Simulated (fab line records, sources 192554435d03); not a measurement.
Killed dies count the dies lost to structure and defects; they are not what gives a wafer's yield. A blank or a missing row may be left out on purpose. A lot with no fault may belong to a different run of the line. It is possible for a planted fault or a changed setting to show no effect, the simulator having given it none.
A single fault, viewed from 2 desks :: flow n5-finfet :: each desk holds nothing but its own numbers, with what lay behind them at the end

AT THE METROLOGY DESK
What the gauges read for every lot (on any tool): the sampled wafers with a number, averaged. Marked OUT: a lot whose mean sits more than 4 standard deviations from the usual mean, which makes it out of limits; the brackets give that distance. Only the readings that lie furthest out on some lot appear, 7 of the 10 it has.
Columns: A = DIBL_P at N5_BEOL_M4_RC_MEAS_101, usual 36.2 mV/V; B = IOFF_N at N5_BEOL_M4_RC_MEAS_101, usual 0.16 nA/um; C = IOFF_P at N5_BEOL_M4_RC_MEAS_101, usual 0.21 nA/um; D = ION_N at N5_BEOL_M4_RC_MEAS_101, usual 675 uA/um; E = ION_P at N5_BEOL_M4_RC_MEAS_101, usual 463 uA/um; F = VT_N at N5_BEOL_M4_RC_MEAS_101, usual 250 mV; G = VT_P at N5_BEOL_M4_RC_MEAS_101, usual -251 mV
lot: L138
first seen here: day 8 01:43
A: 35.2
B: 0.14
C: 0.19
D: 661
E: 453
F: 251
G: -254

lot: L141
first seen here: day 9 01:07
A: 37.4
B: 0.16
C: 0.21
D: 673
E: 462
F: 249
G: -251

lot: L142
first seen here: day 9 06:21
A: 35.5
B: 0.14
C: 0.18
D: 673
E: 459
F: 251
G: -252

lot: L150
first seen here: day 11 05:12
A: 38.8
B: 0.19
C: 0.27
D: 685
E: 473
F: 246
G: -247

lot: L153
first seen here: day 12 04:16
A: 36.4
B: 0.19
C: 0.25
D: 683
E: 467
F: 249
G: -246

lot: L155
first seen here: day 12 15:52
A: 34.5
B: 0.12
C: 0.18
D: 662
E: 459
F: 255
G: -253

lot: L160
first seen here: day 13 23:46
A: 37.0
B: 0.19
C: 0.24
D: 685
E: 467
F: 247
G: -248

lot: L159
first seen here: day 14 02:49
A: 35.7
B: 0.16
C: 0.19
D: 676
E: 460
F: 249
G: -253

lot: L161
first seen here: day 14 05:08
A: 34.3
B: 0.14
C: 0.19
D: 669
E: 457
F: 252
G: -253
Finding of this desk: none of the 9 lots has anything out of limits.

TOOL OWNER'S DESK, ald-metal-04
The tool's own readings at N5_HKMG_FIN_ALD_21 (deposits TiN, target thk 1.5 nm, pulse time 1 s, purge time 3 s): means of the sampled wafers that have a number, for each lot that ran on this tool. Marked OUT: a lot whose mean sits more than 4 standard deviations from the usual mean, which makes it out of limits; the brackets give that distance.
Columns: A = heater-power-w at N5_HKMG_FIN_ALD_21, usual 845 W; B = precursor-pulse-height-rel at N5_HKMG_FIN_ALD_21, usual 1.002
lot: L142
first seen here: day 5 06:41
A: 786
B: 1.018

lot: L150
first seen here: day 7 07:33
A: 804
B: 1.013

lot: L161
first seen here: day 10 01:17
A: 815
B: 1.000
Finding of this desk: none of the 3 lots has anything out of limits.

PUT TOGETHER
Metrology desk: nothing out of limits seen.
Nothing out of limits was seen by the tool owner's desk.

WHAT WAS PUT IN BY THE SIMULATOR
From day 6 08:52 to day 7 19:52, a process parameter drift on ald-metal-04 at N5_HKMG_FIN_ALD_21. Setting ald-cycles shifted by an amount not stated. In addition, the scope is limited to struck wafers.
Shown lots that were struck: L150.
